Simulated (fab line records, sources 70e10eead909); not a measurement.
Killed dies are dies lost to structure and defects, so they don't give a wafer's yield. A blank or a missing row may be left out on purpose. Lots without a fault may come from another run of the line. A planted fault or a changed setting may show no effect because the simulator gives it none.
Which tool did it? | flow nand_harc | 12 lots, 36 wafers sampled, at 5 steps of a route of 1302

WHAT THE GAUGES READ, wafer by wafer
NHARC_A_CONTACT_OVL_MEAS_43. Usual: overlay_x_nm -0.1 nm, standard deviation 0.95; overlay_y_nm 0.1 nm, standard deviation 0.85.
lot  | measured     | on         | overlay_x_nm (nm) | overlay_y_nm (nm) | flag
L276 | day 21 17:35 | overlay-02 | -1.4 -1.0 -1.6    | -0.8 -0.7 -1.0    |
L277 | day 22 05:32 | overlay-02 | -1.1 -1.6 -1.8    | -0.9 -1.5 -1.6    |
L279 | day 23 01:11 | overlay-02 | -0.3 -0.2 0.4     | 1.0 1.4 0.7       |
L282 | day 24 02:02 | overlay-01 | 0.2 0.2 0.2       | -1.1 -0.9 -0.6    |
L281 | day 24 02:13 | overlay-02 | -1.6 -1.3 -0.9    | 0.7 0.5 0.9       |
L290 | day 27 13:56 | overlay-02 | -1.1 -1.0 -1.3    | 1.9 1.7 1.8       |
L291 | day 28 07:03 | overlay-02 | 1.0 0.4 0.8       | -0.4 -0.4 -0.7    |
L293 | day 28 14:52 | overlay-02 | -0.7 -0.8 -1.6    | 1.2 1.0 1.0       |
L294 | day 29 09:49 | overlay-01 | 0.2 0.5 0.9       | 1.0 0.7 0.7       |
L296 | day 29 17:37 | overlay-02 | -1.0 -0.6 -0.5    | 1.3 1.0 1.5       |
L297 | day 29 19:01 | overlay-01 | -0.8 -0.6 -1.2    | 0.2 0.2 -0.2      |
L298 | day 30 11:16 | overlay-01 | 0.9 0.6 0.1       | -1.4 -1.1 -1.8    |

NHARC_END_SORT_01. Usual: killed_at_array 54, standard deviation 12; killed_at_other 0.7, standard deviation 1.1; killed_at_periphery 3.9, standard deviation 2.8; killed_dies 59, standard deviation 13; killed_open 3.4, standard deviation 2; killed_short 2.5, standard deviation 1.7.
lot  | measured     | on        | killed_at_array | killed_at_other | killed_at_periphery | killed_dies | killed_open | killed_short | flag
L279 | day 26 00:58 | prober-02 | 672 676 675     | 1 0 1           | 4 1 1               | 677 677 677 | 3 2 1       | 2 3 3        | OFF
L282 | day 26 22:44 | prober-01 | 674 671 669     | 0 2 2           | 3 4 6               | 677 677 677 | 4 2 2       | 1 1 4        | OFF

WHICH TOOL RAN EACH LOT (tool, then ch and the chambers of the sampled wafers, then the start)
lot  | NHARC_A_CONTACT_ETCH_48            | NHARC_A_CONTACT_ETCH_112             | NHARC_A_CONTACT_ETCH_118
L276 | rie_diel-01 ch 0,1,3, day 21 17:47 | har_cap_etch-03 ch 0,1, day 21 19:47 | har_cap_etch-03 ch 0,1, day 21 20:49
L277 | rie_diel-04 ch 0,1, day 22 05:43   | har_cap_etch-03 ch 0, day 22 08:19   | har_cap_etch-03 ch 0, day 22 09:20
L279 | rie_diel-04 ch 0,2, day 23 01:24   | har_cap_etch-01 ch 0,1, day 23 03:25 | har_cap_etch-01 ch 0,1, day 23 04:26
L282 | rie_diel-04 ch 0,1,2, day 24 02:13 | har_cap_etch-03 ch 1, day 24 04:23   | har_cap_etch-03 ch 1, day 24 05:24
L281 | rie_diel-04 ch 1,3, day 24 02:34   | har_cap_etch-01 ch 0,1, day 24 05:14 | har_cap_etch-01 ch 0,1, day 24 06:16
L290 | rie_diel-04 ch 1,2,3, day 27 14:10 | har_cap_etch-01 ch 0,1, day 27 16:31 | har_cap_etch-01 ch 0,1, day 27 17:32
L291 | rie_diel-04 ch 0,1,3, day 28 07:14 | har_cap_etch-02 ch 0,1, day 28 09:13 | har_cap_etch-02 ch 0,1, day 28 10:15
L293 | rie_diel-04 ch 0,1,2, day 28 15:02 | har_cap_etch-01 ch 0, day 28 17:01   | har_cap_etch-01 ch 0, day 28 18:03
L294 | rie_diel-04 ch 1,3, day 29 09:59   | har_cap_etch-01 ch 0,1, day 29 11:56 | har_cap_etch-01 ch 0,1, day 29 12:57
L296 | rie_diel-01 ch 1,2, day 29 17:47   | har_cap_etch-02 ch 0, day 29 19:44   | har_cap_etch-02 ch 0, day 29 20:45
L297 | rie_diel-11 ch 0,1,2, day 29 19:13 | har_cap_etch-03 ch 0,1, day 29 21:16 | har_cap_etch-03 ch 0,1, day 29 22:17
L298 | rie_diel-04 ch 0,1,3, day 30 11:27 | har_cap_etch-03 ch 0,1, day 30 13:24 | har_cap_etch-03 ch 0,1, day 30 14:25
- NHARC_A_CONTACT_ETCH_48: etches the open film in CF4, target depth 39 nm, time 65 s.
- NHARC_A_CONTACT_ETCH_112: etches the open film in C4F8/O2/Ar, time 190 s, target depth 1850 nm.
- NHARC_A_CONTACT_ETCH_118: etches the open film in C4F8/O2/Ar, time 190 s, target depth 1850 nm.

WHAT THE TOOLS THEMSELVES READ (means of the sampled wafers that have a number; where no wafer has one, the mark that the record gives instead)
NHARC_A_CONTACT_ETCH_48. Usual: bias_w 99.98 W, standard deviation 0.3; cf4_flow_sccm 150.0 sccm, standard deviation 0.45; drypump_motor_current_A 5.7 A, standard deviation 0.47; oes_product_au 1.006 a.u., standard deviation 0.012; rf_vpp_V 151.6 V, standard deviation 0.98; showerhead_plenum_p_Torr 1.79 Torr, standard deviation 0.065; throttle_valve_pct 13.285 %, standard deviation 0.0099.
lot  | tool        | bias_w (W) | cf4_flow_sccm (sccm) | drypump_motor_current_A (A) | oes_product_au (a.u.) | rf_vpp_V (V) | showerhead_plenum_p_Torr (Torr) | throttle_valve_pct (%) | flag
L276 | rie_diel-01 | 99.85      | 150.1                | 5.6                         | 1.004                 | 151.1        | 1.82                            | 13.276                 |
L277 | rie_diel-04 | 99.73      | 150.0                | 5.7                         | 0.994                 | 151.9        | 1.80                            | 13.281                 |
L279 | rie_diel-04 | -          | -                    | -                           | -                     | -            | -                               | -                      | OFF
L282 | rie_diel-04 | -          | -                    | -                           | -                     | -            | -                               | -                      | OFF
L281 | rie_diel-04 | 100.40     | 150.2                | 5.5                         | 1.002                 | 151.0        | 1.72                            | 13.285                 |
L290 | rie_diel-04 | 100.02     | 150.2                | 5.8                         | 1.010                 | 150.6        | 1.77                            | 13.288                 |
L291 | rie_diel-04 | 99.93      | 150.1                | 5.5                         | 1.000                 | 151.3        | 1.75                            | 13.290                 |
L293 | rie_diel-04 | 100.00     | 149.7                | 5.9                         | 1.004                 | 151.6        | 1.80                            | 13.285                 |
L294 | rie_diel-04 | 100.04     | 150.3                | 5.7                         | 1.003                 | 151.0        | 1.72                            | 13.284                 |
L296 | rie_diel-01 | 99.99      | 150.1                | 6.2                         | 1.002                 | 152.9        | 1.86                            | 13.277                 |
L297 | rie_diel-11 | 99.70      | 150.0                | 5.1                         | 0.996                 | 151.6        | 1.78                            | 13.296                 |
L298 | rie_diel-04 | 100.03     | 149.9                | 5.6                         | 0.999                 | 151.2        | 1.75                            | 13.277                 |

NHARC_A_CONTACT_ETCH_112. Usual: chamber_pressure_mTorr 19.999 mTorr, standard deviation 0.023; oes_air_line_au 0.998 a.u., standard deviation 0.021.
lot  | tool            | chamber_pressure_mTorr (mTorr) | oes_air_line_au (a.u.) | flag
L276 | har_cap_etch-03 | 20.015                         | 0.983                  |
L277 | har_cap_etch-03 | 19.991                         | 0.989                  |
L279 | har_cap_etch-01 | 19.996                         | 1.014                  |
L282 | har_cap_etch-03 | 19.989                         | 1.002                  |
L281 | har_cap_etch-01 | 19.996                         | 0.999                  |
L290 | har_cap_etch-01 | 19.995                         | 1.007                  |
L291 | har_cap_etch-02 | 19.990                         | 0.993                  |
L293 | har_cap_etch-01 | 20.010                         | 0.985                  |
L294 | har_cap_etch-01 | 19.991                         | 1.013                  |
L296 | har_cap_etch-02 | 20.016                         | 1.000                  |
L297 | har_cap_etch-03 | 19.996                         | 0.997                  |
L298 | har_cap_etch-03 | 20.002                         | 1.004                  |

NHARC_A_CONTACT_ETCH_118. Usual: chamber_pressure_mTorr 20.002 mTorr, standard deviation 0.017; oes_air_line_au 1.001 a.u., standard deviation 0.019.
lot  | tool            | chamber_pressure_mTorr (mTorr) | oes_air_line_au (a.u.) | flag
L276 | har_cap_etch-03 | 19.985                         | 1.025                  |
L277 | har_cap_etch-03 | 20.006                         | 0.986                  |
L279 | har_cap_etch-01 | 20.018                         | 0.984                  |
L282 | har_cap_etch-03 | 20.000                         | 1.009                  |
L281 | har_cap_etch-01 | 20.007                         | 1.010                  |
L290 | har_cap_etch-01 | 19.991                         | 1.004                  |
L291 | har_cap_etch-02 | 19.991                         | 1.025                  |
L293 | har_cap_etch-01 | 20.000                         | 0.993                  |
L294 | har_cap_etch-01 | 20.005                         | 1.011                  |
L296 | har_cap_etch-02 | 19.999                         | 0.999                  |
L297 | har_cap_etch-03 | 19.996                         | 1.002                  |
L298 | har_cap_etch-03 | 20.005                         | 1.014                  |

THE ANSWER, worked out from the rows above alone
Rule: a lot is off if the mean of its wafers that have a number lies more than 3 standard deviations from the usual mean. A lot without any number at a reading at which 4 lots or more have one is off too. The other lots that the step has rows for count as sound. The gauges are gone through in route order, then the tools' own readings, and for those a lot's mean is taken as printed above. The first step at which some lot is off is used, and at that step the reading that is off furthest; a lot without a number counts as furthest.
Off: L279, L282, at NHARC_END_SORT_01 (killed_at_array). Neither off nor sound, because the step has no rows for them: L276, L277, L281, L290, L291, L293, L294, L296, L297, L298.
A tool fits if, at a process step before that reading, it ran every lot that is off, and no sound lot after the first of them. The gauges at NHARC_END_SORT_01 aren't tried: what is off there is off at NHARC_A_CONTACT_ETCH_48 too, on other tools, and a gauge's error can't cause that. One fits: rie_diel-04 at NHARC_A_CONTACT_ETCH_48. It ran no sound lot before its first lot that is off in this sample, so the start can't be narrowed down.

WHAT THE SIMULATOR HAD PUT IN
Skipped step whole: rie_diel-04, from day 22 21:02 on, at NHARC_A_CONTACT_ETCH_48. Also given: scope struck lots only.
Lots struck among those shown: L279, L282. The rule above found the same.
